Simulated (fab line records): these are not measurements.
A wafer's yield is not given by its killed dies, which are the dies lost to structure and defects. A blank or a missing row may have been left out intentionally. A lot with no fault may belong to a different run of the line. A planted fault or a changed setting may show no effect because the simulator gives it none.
The tool behind it: which one? ; flow nand-harc ; Sampling: 11 lots, 33 wafers, 5 of 1302 route steps

WHAT EACH GAUGE READ, for each wafer
NHARC_END_SORT_01.
lot;measured;on;defect-limited-yield (%)
L850;day 26 10:38;prober-02;85.1 74.4 84.9
L852;day 26 21:21;prober-01;77.5 90.8 91.6

WHAT TOOL EACH LOT RAN ON (gives the tool, then ch and the chambers of the sampled wafers, and finally the start)
lot;NHARC_A_M1_STRIP_18;NHARC_THIN_TSV_DESCUM_14;NHARC_THIN_TSV_ETCH_15;NHARC_THIN_TSV_ETCHBACK_48
L846;rie-diel-08 ch 0,2,3, day 22 23:20;rie-diel-09 ch 1,2,3, day 23 18:40;rie-si-03 ch 0,1,2, day 23 19:20;rie-diel-05 ch 2,3, day 23 20:49
L850;rie-diel-08 ch 1,3, day 25 01:21;rie-diel-09 ch 0,1,3, day 25 20:55;rie-si-03 ch 0,1, day 25 21:35;rie-diel-09 ch 1,2,3, day 25 23:02
L852;rie-diel-08 ch 1,2,3, day 25 11:16;rie-diel-09 ch 0,1,2, day 26 06:32;rie-si-01 ch 0,3, day 26 07:11;rie-diel-05 ch 1,2,3, day 26 08:38
L858;rie-diel-08 ch 0,1,3, day 28 15:59;rie-diel-05 ch 1,3, day 29 10:36;rie-si-01 ch 0,1,2, day 29 11:16;rie-diel-09 ch 1,2,3, day 29 12:40
L860;rie-diel-08 ch 0,1,3, day 28 19:52;rie-diel-05 ch 1,2, day 29 17:07;rie-si-03 ch 0,1,2, day 29 17:48;rie-diel-03 ch 1,3, day 29 19:26
L861;rie-diel-08 ch 2,3, day 29 07:31;rie-diel-05 ch 0,1, day 30 03:29;rie-si-03 ch 2,3, day 30 04:08;rie-diel-03 ch 1,2,3, day 30 05:33
L862;rie-diel-08 ch 0,2,3, day 29 15:54;rie-diel-05 ch 0,3, day 30 12:24;rie-si-05 ch 1,2, day 30 13:11;rie-diel-09 ch 0,2,3, day 30 14:40
L863;rie-diel-12 ch 1,2,3, day 30 19:46;rie-diel-05 ch 2,3, day 31 16:22;rie-si-05 ch 0,1, day 31 17:04;rie-diel-09 ch 0,3, day 31 18:28
L864;rie-diel-08 ch 0,2,3, day 30 23:38;rie-diel-05 ch 0,2, day 31 17:36;rie-si-01 ch 0,2, day 31 18:16;rie-diel-05 ch 1,2, day 31 19:45
L867;rie-diel-08 ch 0,2,3, day 31 12:38;rie-diel-03 ch 0,1,3, day 32 12:15;rie-si-05 ch 0,1,2, day 32 12:55;rie-diel-03 ch 0,3, day 32 14:20
L868;rie-diel-12 ch 1,3, day 32 22:49;rie-diel-03 ch 2,3, day 33 18:00;rie-si-01 ch 0,1,3, day 33 18:48;rie-diel-03 ch 0,2,3, day 33 20:20
- NHARC_A_M1_STRIP_18: strips in N2/H2.
- NHARC_THIN_TSV_DESCUM_14: chemistry O2, time 3 s.
- NHARC_THIN_TSV_ETCH_15: target depth 3000 nm, bosch target overetch cycles 2, bosch etch step 2.8 s.
- NHARC_THIN_TSV_ETCHBACK_48: etches the open film in C4F8/Ar, target depth 1028.5 nm, time 405.17 s.

THE ANSWER, worked out from the rows above alone
Rule: the usual values come from the lots themselves. Put in order of their means at a reading, lots are off if they are a third of the lots or fewer, leave a main group of 4 or more, and stand apart from it by a gap of 3 or more times the standard deviation of the main group's means; of several such gaps the widest counts. If all means in a main group match to the digits the tables above print for the reading, that group is not used. Also off: a lot with no number at a reading for which 4 or more lots have one. The other lots that the step has rows for count as sound.
No lot is off at any reading shown: from this, nothing can be told.

WHAT THE SIMULATOR HAD PUT IN
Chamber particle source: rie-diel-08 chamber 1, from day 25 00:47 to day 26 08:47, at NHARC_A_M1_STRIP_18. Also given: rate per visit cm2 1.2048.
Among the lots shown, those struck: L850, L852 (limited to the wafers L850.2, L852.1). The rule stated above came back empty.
